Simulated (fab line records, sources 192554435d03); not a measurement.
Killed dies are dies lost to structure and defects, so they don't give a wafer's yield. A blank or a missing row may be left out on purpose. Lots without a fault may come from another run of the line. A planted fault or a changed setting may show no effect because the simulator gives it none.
Chamber matching | flow n5_finfet | N5_BEOL_M6_ILD_DEP_00 on pecvd-03: 3 sister chambers
The step deposits SiCOH lowk from DEMS/porogen, target thk 179.75 nm, time 33.4 s. 14 wafers are shown with their chamber, then 7 later ones without.

WAFERS WITH THEIR CHAMBER
wafer  | chamber | throttle_valve_pct (%) | showerhead_plenum_p_Torr (Torr) | heater_power_w (W)
L080.2 | 1       | 13.1                   | 5.738                           | 258
L080.3 | 0       | 13.8                   | 5.750                           | 324
L080.4 | 1       | 12.9                   | 5.755                           | 273
L084.3 | 2       | 12.7                   | 5.752                           | 323
L084.5 | 0       | 13.7                   | 5.756                           | 342
L084.6 | 1       | 12.9                   | 5.748                           | 273
L085.1 | 1       | 12.9                   | 5.745                           | 325
L085.2 | 2       | 13.0                   | 5.745                           | 279
L085.6 | 0       | 13.7                   | 5.769                           | 291
L086.3 | 0       | 14.0                   | 5.762                           | 338
L086.4 | 2       | 12.9                   | 5.755                           | 313
L086.5 | 0       | 13.7                   | 5.763                           | 345
L087.3 | 0       | 13.9                   | 5.763                           | 335
L087.4 | 2       | 12.7                   | 5.754                           | 271

SIGNATURES (means of the wafers above)
reading                  | chamber 0 | chamber 1 | chamber 2 | scatter within a chamber
throttle_valve_pct       | 13.800    | 12.950    | 12.825    | 0.127
showerhead_plenum_p_Torr | 5.76050   | 5.74650   | 5.75150   | 0.00623
heater_power_w           | 329.17    | 282.25    | 296.50    | 24.4
Rule: a wafer's distance from a chamber is the root of the sum, over the readings, of the square of ((its reading less the chamber's mean) divided by the reading's scatter). The wafer belongs to the nearest chamber; if the next one is less than 2 further off, it can't be placed. The scatter: the root of (the sum of the squares of (reading less its chamber's mean) over the shown wafers, divided by (wafers less chambers)).

WAFERS WITHOUT THEIR CHAMBER
wafer  | throttle_valve_pct (%) | showerhead_plenum_p_Torr (Torr) | heater_power_w (W)
L087.5 | 13.9                   | 5.777                           | 337
L090.4 | 12.9                   | 5.741                           | 283
L090.5 | 13.1                   | 5.751                           | 291
L090.6 | 13.9                   | 5.765                           | 323
L092.1 | 12.7                   | 5.734                           | 319
L092.2 | 13.2                   | 5.748                           | 251
L092.5 | 13.9                   | 5.771                           | 280

WHICH CHAMBER EACH WENT THROUGH
wafer  | from the rows above     | in truth
L087.5 | 0                       | 0
L090.4 | can't be placed: 1 or 2 | 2
L090.5 | can't be placed: 1 or 2 | 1
L090.6 | 0                       | 0
L092.1 | can't be placed: 2 or 1 | 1
L092.2 | can't be placed: 1 or 2 | 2
L092.5 | 0                       | 0
Placed correctly: 3 of 7. Can't be placed from these rows: 4 (the true chamber is among the candidates in 4). Placed wrongly: 0.
